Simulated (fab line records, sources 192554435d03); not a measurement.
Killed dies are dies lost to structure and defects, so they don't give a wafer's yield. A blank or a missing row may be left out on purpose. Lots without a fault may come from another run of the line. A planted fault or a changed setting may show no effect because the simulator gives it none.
Which tool did it? | flow n5_finfet | 10 lots, 23 wafers sampled, at 7 steps of a route of 1938

WHAT THE GAUGES READ, wafer by wafer
N5_BEOL_M14_OCD_MEAS_35.
lot  | measured     | on     | trench_depth_nm (nm)
L630 | day 11 20:01 | ocd-01 | 556 565
L629 | day 12 00:30 | ocd-01 | 554 570
L632 | day 12 03:53 | ocd-02 | 517 518
L631 | day 12 09:10 | ocd-02 | 569 515
L633 | day 12 12:08 | ocd-02 | 551 549
L634 | day 13 03:44 | ocd-02 | 847 558
L638 | day 13 14:01 | ocd-02 | 833 567 561
L643 | day 15 04:40 | ocd-02 | 513 545
L648 | day 16 10:05 | ocd-02 | 576 551 551
L649 | day 17 02:41 | ocd-01 | 552 559 555

N5_BEOL_M14_THK_MEAS_50: measures by xrf.
lot  | measured     | on            | M14_THK (nm)
L630 | day 11 23:52 | film_metro-02 | 578 583
L629 | day 12 02:17 | film_metro-02 | 572 587
L632 | day 12 08:54 | film_metro-02 | 531 534
L631 | day 12 13:01 | film_metro-01 | 594 538
L633 | day 12 15:04 | film_metro-02 | 569 569
L634 | day 13 05:46 | film_metro-02 | 898 585
L638 | day 13 16:11 | film_metro-01 | 873 591 584
L643 | day 15 06:50 | film_metro-01 | 533 567
L648 | day 16 15:02 | film_metro-01 | 593 569 568
L649 | day 17 05:16 | film_metro-02 | 576 579 573

N5_BEOL_M14_RS_MEAS_54: measures by four-point-probe.
lot  | measured     | on            | M14_RS (ohm/sq)
L630 | day 11 23:59 | film_metro-02 | 0.0334 0.0328
L629 | day 12 02:24 | film_metro-01 | 0.0333 0.0323
L632 | day 12 09:02 | film_metro-02 | 0.0356 0.0356
L631 | day 12 13:08 | film_metro-02 | 0.0325 0.0359
L633 | day 12 15:11 | film_metro-02 | 0.0337 0.0338
L634 | day 13 05:53 | film_metro-02 | 0.0216 0.0330
L638 | day 13 16:19 | film_metro-01 | 0.0220 0.0325 0.0327
L643 | day 15 06:58 | film_metro-02 | 0.0360 0.0340
L648 | day 16 15:10 | film_metro-02 | 0.0321 0.0335 0.0336
L649 | day 17 05:25 | film_metro-02 | 0.0334 0.0330 0.0333

WHICH TOOL RAN EACH LOT (tool, then ch and the chambers of the sampled wafers, then the start)
lot  | N5_BEOL_M14_ETCH_59                | N5_BEOL_M14_DESCUM_33              | N5_BEOL_M14_TRENCH_ETCH_34         | N5_BEOL_M14_ANNEAL_48
L630 | rie_diel-05 ch 0,3, day 11 18:35   | rie_diel-04 ch 1,2, day 11 19:24   | rie_diel-04 ch 1,2, day 11 19:51   | rtp_anneal-01 ch 0, day 11 23:19
L629 | rie_diel-04 ch 0, day 11 22:56     | rie_diel-04 ch 1,2, day 11 23:53   | rie_diel-04 ch 1,2, day 12 00:20   | rtp_anneal-02 ch 0, day 12 01:46
L632 | rie_diel-04 ch 0,1, day 12 02:17   | rie_diel-05 ch 2, day 12 03:17     | rie_diel-05 ch 2, day 12 03:44     | rtp_anneal-02 ch 0, day 12 08:23
L631 | rie_diel-05 ch 0,1, day 12 07:37   | rie_diel-05 ch 0,2, day 12 08:33   | rie_diel-05 ch 0,2, day 12 09:01   | rtp_anneal-01 ch 0, day 12 12:25
L633 | rie_diel-01 ch 0,2, day 12 10:25   | rie_diel-01 ch 0, day 12 11:31     | rie_diel-01 ch 0, day 12 11:58     | rtp_anneal-02 ch 0, day 12 14:28
L634 | rie_diel-04 ch 2,3, day 13 02:11   | rie_diel-04 ch 1,2, day 13 03:08   | rie_diel-04 ch 1,2, day 13 03:35   | rtp_anneal-02 ch 0, day 13 05:10
L638 | rie_diel-04 ch 2,3, day 13 12:28   | rie_diel-04 ch 1,2,3, day 13 13:24 | rie_diel-04 ch 1,2,3, day 13 13:51 | rtp_anneal-01 ch 0, day 13 15:38
L643 | rie_diel-05 ch 0,3, day 15 03:07   | rie_diel-05 ch 1,2, day 15 04:04   | rie_diel-05 ch 1,2, day 15 04:31   | rtp_anneal-01 ch 0, day 15 06:17
L648 | rie_diel-05 ch 0,1,3, day 16 08:33 | rie_diel-01 ch 0,1,3, day 16 09:28 | rie_diel-01 ch 0,1,3, day 16 09:55 | rtp_anneal-01 ch 0, day 16 14:34
L649 | rie_diel-04 ch 1,3, day 17 01:07   | rie_diel-01 ch 0,2, day 17 02:04   | rie_diel-01 ch 0,2, day 17 02:31   | rtp_anneal-01 ch 0, day 17 04:43
- N5_BEOL_M14_ETCH_59: etches BARC in N2/H2, target depth 89 nm, overetch 26.7 nm, time 67.9 s.
- N5_BEOL_M14_DESCUM_33: chemistry O2, time 7.9 s.
- N5_BEOL_M14_TRENCH_ETCH_34: etches SiO2 in C4F8/O2/Ar, target depth 556.65 nm, time 126.9 s.
- N5_BEOL_M14_ANNEAL_48: time 90 s.

WHAT THE TOOLS THEMSELVES READ (means of the sampled wafers that have a number; where no wafer has one, the mark that the record gives instead)
N5_BEOL_M14_ETCH_59.
lot  | tool        | drypump_motor_current_A (A) | oes_product_au (a.u.) | rf_vpp_V (V) | showerhead_plenum_p_Torr (Torr) | throttle_valve_pct (%)
L630 | rie_diel-05 | 5.0                         | 0.72                  | 521.6        | 2.46                            | 17.8
L629 | rie_diel-04 | 6.0                         | 0.65                  | 521.3        | 2.46                            | 18.1
L632 | rie_diel-04 | 5.7                         | 0.67                  | 522.4        | 2.52                            | 18.0
L631 | rie_diel-05 | 5.4                         | 0.70                  | 521.5        | 2.45                            | 17.8
L633 | rie_diel-01 | 5.8                         | 0.64                  | 524.8        | 2.60                            | 18.1
L634 | rie_diel-04 | 5.7                         | 0.74                  | 523.0        | 2.48                            | 17.7
L638 | rie_diel-04 | 5.8                         | 0.73                  | 522.7        | 2.47                            | 17.7
L643 | rie_diel-05 | 5.0                         | 0.70                  | 521.8        | 2.46                            | 17.9
L648 | rie_diel-05 | 5.3                         | 0.68                  | 520.8        | 2.44                            | 17.8
L649 | rie_diel-04 | 5.7                         | 0.68                  | 524.0        | 2.53                            | 17.9

N5_BEOL_M14_DESCUM_33.
lot  | tool        | drypump_motor_current_A (A) | o2_flow_sccm (sccm) | oes_product_au (a.u.) | rf_vpp_V (V) | showerhead_plenum_p_Torr (Torr) | throttle_valve_pct (%)
L630 | rie_diel-04 | 5.3                         | 224.6               | 0.86                  | 243.4        | 2.09                            | 20.38
L629 | rie_diel-04 | 5.5                         | 224.6               | 0.86                  | 243.8        | 2.09                            | 20.38
L632 | rie_diel-05 | 6.7                         | 225.4               | 0.69                  | 243.1        | 2.05                            | 20.88
L631 | rie_diel-05 | 5.9                         | 225.5               | 0.77                  | 242.1        | 2.04                            | 20.62
L633 | rie_diel-01 | 6.3                         | 225.2               | 0.74                  | 243.8        | 2.10                            | 20.55
L634 | rie_diel-04 | 5.4                         | 223.5               | 0.84                  | 243.9        | 2.09                            | 20.40
L638 | rie_diel-04 | 5.6                         | 225.1               | 0.84                  | 242.7        | 2.07                            | 20.36
L643 | rie_diel-05 | 6.2                         | 224.3               | 0.74                  | 242.2        | 2.04                            | 20.78
L648 | rie_diel-01 | 6.0                         | 224.5               | 0.79                  | 243.0        | 2.07                            | 20.66
L649 | rie_diel-01 | 5.9                         | 224.4               | 0.71                  | 242.6        | 2.11                            | 20.58

N5_BEOL_M14_TRENCH_ETCH_34.
lot  | tool        | drypump_motor_current_A (A) | oes_o_777_au (a.u.) | oes_product_au (a.u.) | rf_vpp_V (V) | showerhead_plenum_p_Torr (Torr) | throttle_valve_pct (%)
L630 | rie_diel-04 | 5.3                         | 0.85                | 0.85                  | 2180         | 3.44                            | 30.83
L629 | rie_diel-04 | 5.5                         | 0.85                | 0.84                  | 2180         | 3.44                            | 30.83
L632 | rie_diel-05 | 6.7                         | 0.66                | 0.68                  | 2176         | 3.37                            | 31.29
L631 | rie_diel-05 | 5.9                         | 0.73                | 0.75                  | 2200         | 3.37                            | 31.31
L633 | rie_diel-01 | 6.3                         | 0.76                | 0.75                  | 2277         | 3.47                            | 31.20
L634 | rie_diel-04 | 5.5                         | 0.83                | 0.96                  | 2179         | 3.44                            | 31.01
L638 | rie_diel-04 | 5.6                         | 0.84                | 0.93                  | 2212         | 3.40                            | 30.96
L643 | rie_diel-05 | 6.2                         | 0.72                | 0.72                  | 2226         | 3.34                            | 31.09
L648 | rie_diel-01 | 6.0                         | 0.77                | 0.79                  | 2284         | 3.43                            | 31.33
L649 | rie_diel-01 | 6.0                         | 0.71                | 0.71                  | 2219         | 3.49                            | 31.27

N5_BEOL_M14_ANNEAL_48.
lot  | tool          | wafer_temp_C_max
L630 | rtp_anneal-01 | 226.12
L629 | rtp_anneal-02 | 226.20
L632 | rtp_anneal-02 | 226.31
L631 | rtp_anneal-01 | 225.74
L633 | rtp_anneal-02 | 226.59
L634 | rtp_anneal-02 | 226.25
L638 | rtp_anneal-01 | 225.76
L643 | rtp_anneal-01 | 226.04
L648 | rtp_anneal-01 | 225.91
L649 | rtp_anneal-01 | 225.88

THE ANSWER, worked out from the rows above alone
Rule: what is usual is taken from the lots themselves. Put in order of their means at a reading, lots are off if they are a third of the lots or fewer, leave a main group of 4 or more, and stand apart from it by a gap of 3 or more times the standard deviation of the main group's means; of several such gaps the widest counts. A main group whose means are all the same, to the digits that the tables above print for the reading, isn't used. A lot without any number at a reading at which 4 lots or more have one is off too. The other lots that the step has rows for count as sound. The gauges are gone through in route order, then the tools' own readings, and for those a lot's mean is taken as printed above. The first step at which some lot is off is used, and at that step the reading that is off furthest; a lot without a number counts as furthest.
Off: L634, L638, at N5_BEOL_M14_OCD_MEAS_35 (trench_depth_nm). The main group: mean 547 nm, standard deviation 15.
A tool fits if, at a process step before that reading, it ran every lot that is off, and no sound lot after the first of them. The gauges at N5_BEOL_M14_OCD_MEAS_35 aren't tried: what is off there is off at N5_BEOL_M14_THK_MEAS_50 too, on other tools, and a gauge's error can't cause that. One fits: rie_diel-04 at N5_BEOL_M14_DESCUM_33 and N5_BEOL_M14_TRENCH_ETCH_34. At N5_BEOL_M14_DESCUM_33 its last sound lot is L629 (day 11 23:53), its first lot that is off L634 (day 13 03:08): a fault that began between those two fits.

WHAT THE SIMULATOR HAD PUT IN
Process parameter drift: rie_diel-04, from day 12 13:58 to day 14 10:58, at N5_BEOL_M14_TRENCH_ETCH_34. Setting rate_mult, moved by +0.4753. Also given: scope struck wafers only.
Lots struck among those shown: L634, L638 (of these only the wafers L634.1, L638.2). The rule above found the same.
